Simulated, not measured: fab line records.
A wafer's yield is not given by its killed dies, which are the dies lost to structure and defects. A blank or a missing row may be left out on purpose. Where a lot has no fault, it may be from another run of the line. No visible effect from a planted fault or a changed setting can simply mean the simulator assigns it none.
Chamber matching || flow n5 finfet || rie diel-04 running N5_HKMG_FIN_ETCH_31: 4 sister chambers
The step etches SiARC in CF4, target depth 45.5 nm, time 75.8 s. 4 wafers are shown with their chamber, then 7 later ones without.

## WAFERS, EACH WITH ITS CHAMBER
{"wafer": "L088.2", "chamber": 3, "drypump motor current A (A)": 5.6}
{"wafer": "L088.5", "chamber": 2, "drypump motor current A (A)": 5.8}
{"wafer": "L089.2", "chamber": 1, "drypump motor current A (A)": 6.1}
{"wafer": "L089.3", "chamber": 0, "drypump motor current A (A)": 5.5}

## WAFERS MISSING THEIR CHAMBER
{"wafer": "L089.6", "drypump motor current A (A)": 5.8}
{"wafer": "L090.1", "drypump motor current A (A)": 6.1}
{"wafer": "L090.2", "drypump motor current A (A)": 5.5}
{"wafer": "L090.3", "drypump motor current A (A)": 5.7}
{"wafer": "L097.2", "drypump motor current A (A)": 5.8}
{"wafer": "L097.3", "drypump motor current A (A)": 5.7}
{"wafer": "L097.6", "drypump motor current A (A)": 5.8}

## CHAMBER TAKEN BY EACH
{"wafer": "L089.6", "from the rows above": 2, "in truth": 2}
{"wafer": "L090.1", "from the rows above": 1, "in truth": 1}
{"wafer": "L090.2", "from the rows above": "can't be placed: 0 or 3", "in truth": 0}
{"wafer": "L090.3", "from the rows above": "can't be placed: 2 or 3 or 0", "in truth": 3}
{"wafer": "L097.2", "from the rows above": 2, "in truth": 2}
{"wafer": "L097.3", "from the rows above": "can't be placed: 2 or 3 or 0", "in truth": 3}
{"wafer": "L097.6", "from the rows above": 2, "in truth": 2}
Correctly placed: 4 of 7. Cannot be placed on the basis of these rows: 3; the candidates contain the true chamber in 3. Number placed wrongly: 0.
How it was worked out, from the rows above alone: a wafer's distance from a chamber is the root of the sum, over the readings, of the square of ((its reading less the chamber's mean) divided by the reading's scatter). If the next closest chamber is less than 2 further off than the closest, the wafer can't be placed; otherwise it belongs to the closest. For every chamber, the mean is computed from those of its wafers that are shown. The scatter: root of mean squared gap, hidden wafer to nearest shown wafer, with one shown wafer a chamber.
